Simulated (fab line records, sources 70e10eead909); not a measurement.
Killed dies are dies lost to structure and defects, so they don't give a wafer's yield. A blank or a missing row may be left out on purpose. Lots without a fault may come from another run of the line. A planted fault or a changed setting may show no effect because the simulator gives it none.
Problem report in the 8D (eight disciplines) form, filled by code | flow nand_harc | the parts of the form that need people (team, actions taken, sign-off) are left out

1. THE PROBLEM
cd_nm at NHARC_P_GATE_CD_MEAS_59 reads a mean of 617.5 nm on 6 wafers of 2 lots; wafers without a fault read 720.6 nm with a standard deviation of 1.1. That is -94 standard deviations from the usual mean.
The step: target cd 720 nm.
First seen on wafer L918.1, day 10 01:05, on cd_sem-02. The record holds 42 wafers of 14 lots with a number at this step. Rule for "out", or "out of limits": more than 4 standard deviations from the usual mean. The other wafers with a number count as sound.

2. WHAT IT IS AND WHAT IT IS NOT
question                    | is                     | is not
which readings at this step | cd_nm                  | -
which lots                  | L918, L920             | L899, L901, L902, L903, L904, L907, L908, L909, L912, L916, L917, L922
which wafers of those lots  | all that have a number | -
read on which gauges        | cd_sem-02, cd_sem-03   | cd_sem-01
when                        | from day 10 01:05      | up to then (33 sound wafers); but 3 sound wafers of L922 came after

3. SUSPECTS, AND WHAT RULES EACH OUT
Counting: a tool at a process step up to the reading stays a suspect if it ran every lot that is out and no sound lot after the first of them.
- the gauge at NHARC_P_GATE_CD_MEAS_59: ruled out. The wafers that are out were read on 2 gauges (cd_sem-02, cd_sem-03).
- plasma_asher-02 at NHARC_P_GATE_STRIP_111 (strips in N2/H2, time 250 s): ruled out as a lasting fault. Sound lots L922 ran on it after its first lot that is out, L918 (day 9 23:59).
- krf_scanner-03 at NHARC_P_GATE_EXPOSE_56 (exposes mask P PSD, target cd 720 nm): kept. It ran every lot that is out, first L918 (day 10 00:56), and no sound lot after that; its last sound lot up to then is L916 (day 9 19:34). Its own readings are out on those wafers: exposure_dose_mJ_cm2.
Left after counting: krf_scanner-03 at NHARC_P_GATE_EXPOSE_56.

4. THE CAUSE (what the simulator had put in)
Process parameter drift: krf_scanner-03, from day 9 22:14 on, at NHARC_P_GATE_EXPOSE_56. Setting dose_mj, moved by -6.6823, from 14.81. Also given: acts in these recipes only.
Counting left only this tool.

5. THE CHAIN OF EFFECTS, in route order
Each row: a reading whose mean over the struck wafers that have a number lies more than 3 standard deviations from the usual. Only readings for which the record gives a usual standard deviation are gone through. hours: the time from each lot's start at the first step in this table that gives one to its start at this step, as a median over the lots. sigmas: the change in usual standard deviations.
hours | step                    | reading              | usual    | on struck wafers | change | sigmas
0     | NHARC_P_GATE_EXPOSE_56  | exposure_dose_mJ_cm2 | 14.811   | 8.130            | -6.681 | -99 or more
0     | NHARC_P_GATE_CD_MEAS_59 | cd_nm                | 720.6 nm | 617.5            | -103.1 | -94
The process steps in it:
- NHARC_P_GATE_EXPOSE_56: exposes mask P PSD, target cd 720 nm.

6. WHAT WOULD HAVE CAUGHT IT SOONER
In this record the first reading out of limits at a measuring or inspecting step was taken at day 10 01:05, 3 hours after the fault began at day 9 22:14.
The tool's own readings at NHARC_P_GATE_EXPOSE_56 were out on every struck wafer that the step has a row for (exposure_dose_mJ_cm2): an alarm limit on them would have fired on the first of those.
Of the lots that are out (2), L920 began NHARC_P_GATE_EXPOSE_56 on krf_scanner-03 after day 10 01:05. A hold on the tool at that time would have spared it.
